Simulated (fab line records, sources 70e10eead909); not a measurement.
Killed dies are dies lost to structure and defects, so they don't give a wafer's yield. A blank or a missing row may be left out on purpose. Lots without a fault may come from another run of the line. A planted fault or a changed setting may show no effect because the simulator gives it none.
A struck lot beside a sound one | flow nand_harc | 17 steps out of a route of 1302
Sound: wafers L183.2, L183.3, L183.6. Struck: wafers L191.3, L191.4. (L191.5 of the same lot was not struck and is left out.) The cause comes at the end.
At each step with rows: each side's tool, then ch and its chambers, then its first start. Under that, the readings that differ: sound wafers | struck wafers | difference of the means | sigmas: that difference in standard deviations of wafers without a fault.
alike: readings whose means differ by less than 2 such deviations, and words and numbers that are the same on both sides. not compared: withheld readings, readings that some wafer has no value for, bounds like >300 that may hide the same value, and numbers for which the record gives no deviation and whose values overlap.
The two part at a step that has a row with sigmas, a row that says differs or no value, or rows on one side only. Numbers that don't overlap but have no deviation are shown without sigmas and don't part them. A reading that every wafer of one side lacks parts them only if that side has two wafers or more.

NHARC_A_SGD_CUT_CD_MEAS_09: target cd 100 nm.
  sound on cd_sem-03 ch 0, day 19 12:30; struck on cd_sem-02 ch 0, day 23 08:57
  alike: cd_nm
NHARC_A_SGD_CUT_OVL_MEAS_10:
  sound on overlay-01, day 19 12:35; struck on overlay-01, day 23 09:02
  alike: overlay_x_nm, overlay_y_nm
NHARC_A_SGD_CUT_INSPECT_11:
  sound on defect_inspect-02, day 19 12:38; struck on defect_inspect-02, day 23 09:04
  alike: raw_defect_count
NHARC_A_SGD_CUT_DESCUM_14: chemistry O2, time 3 s.
  sound on rie_diel-04 ch 1,2, day 19 12:41; struck on rie_diel-10 ch 1,3, day 23 09:08
  reading                     | sound       | struck  | difference | sigmas
  drypump_motor_current_A (A) | 5.1 5.4 5.1 | 5.9 6.4 | +1.0       | +2
  alike: oes_product_au, rf_vpp_V, showerhead_plenum_p_Torr, throttle_valve_pct
  not compared: rf_hours_counter_h
NHARC_A_SGD_CUT_ETCH_58: etches the open film in CF4, target depth 39 nm, time 65 s.
  sound on rie_diel-04 ch 0,2, day 19 12:47; struck on rie_diel-10 ch 0,3, day 23 09:13
  reading            | sound             | struck      | difference | sigmas
  rf_fwd_power_W (W) | 298.3 299.3 297.7 | 294.3 294.6 | -4.0       | -3
  alike: drypump_motor_current_A, oes_product_au, rf_vpp_V, showerhead_plenum_p_Torr, throttle_valve_pct
  not compared: rf_hours_counter_h
NHARC_A_SGD_CUT_ETCH_59: etches the open film in N2/H2, target depth 260 nm, time 406.25 s.
  sound on rie_diel-04 ch 0,3; struck on rie_diel-10 ch 1,3
  alike: drypump_motor_current_A, oes_product_au, rf_fwd_power_W, rf_vpp_V, showerhead_plenum_p_Torr, throttle_valve_pct
  not compared: rf_hours_counter_h
NHARC_A_SGD_CUT_ETCH_15: etches the open film in CH3F/O2, target depth 75 nm, time 64.3 s.
  sound on rie_diel-04 ch 0,1; struck on rie_diel-10 ch 1,2
  alike: drypump_motor_current_A, oes_product_au, rf_fwd_power_W, rf_vpp_V, showerhead_plenum_p_Torr, throttle_valve_pct
  not compared: rf_hours_counter_h
then, 2 steps without rows for these wafers: NHARC_A_SGD_CUT_ETCH_16 (etches the open film in C4F8/O2/Ar, target depth 310.5 nm, time 155.2 s); NHARC_A_SGD_CUT_STRIP_60 (strips in C4F8/O2/Ar).
NHARC_A_SGD_CUT_STRIP_17: strips in O2.
  sound on rie_diel-04 ch 0,1,3; struck on rie_diel-10 ch 0,1
  alike: drypump_motor_current_A, oes_product_au, rf_vpp_V, showerhead_plenum_p_Torr, throttle_valve_pct
  not compared: rf_hours_counter_h
then, 2 steps without rows for these wafers: NHARC_A_SGD_CUT_PRECLEAN_18 (cleans in SC1); NHARC_A_SGD_CUT_SRD_19.
NHARC_A_SGD_CUT_DEP_20: deposits SiO2, target thk 150 nm.
  sound on fcvd-01 ch 0,1, day 19 13:53; struck on fcvd-02 ch 0,1, day 23 10:17
then, 1 step without rows for these wafers: NHARC_A_SGD_CUT_ANNEAL_27 (time 1800 s).
NHARC_A_SGD_CUT_CMP_21: polishes, target thk 148.19 nm.
  sound on cmp-04 ch 2,3, day 19 18:33; struck on cmp-04 ch 1,3, day 23 14:55
  reading                | sound    | struck | difference | sigmas
  time_to_endpoint_s (s) | 42 49 44 | 36 36  | -9         | -2
  alike: motor_current_A, slurry_filter_dp_kPa, slurry_flow_ml_min
NHARC_A_SGD_CUT_THK_MEAS_22: measures by ellipsometry.
  sound on film_metro-02, day 19 18:49; struck on film_metro-01, day 23 15:08
  reading     | sound             | struck      | difference | sigmas
  thk_nm (nm) | 145.9 146.8 146.4 | 118.0 115.1 | -29.8      | -17
then, 1 step without rows for these wafers: NHARC_A_SGD_CUT_SRD_23.

WHERE THEY PART
First at NHARC_A_SGD_CUT_DESCUM_14; last, within this record, at NHARC_A_SGD_CUT_THK_MEAS_22.

WHY: what the simulator had put in
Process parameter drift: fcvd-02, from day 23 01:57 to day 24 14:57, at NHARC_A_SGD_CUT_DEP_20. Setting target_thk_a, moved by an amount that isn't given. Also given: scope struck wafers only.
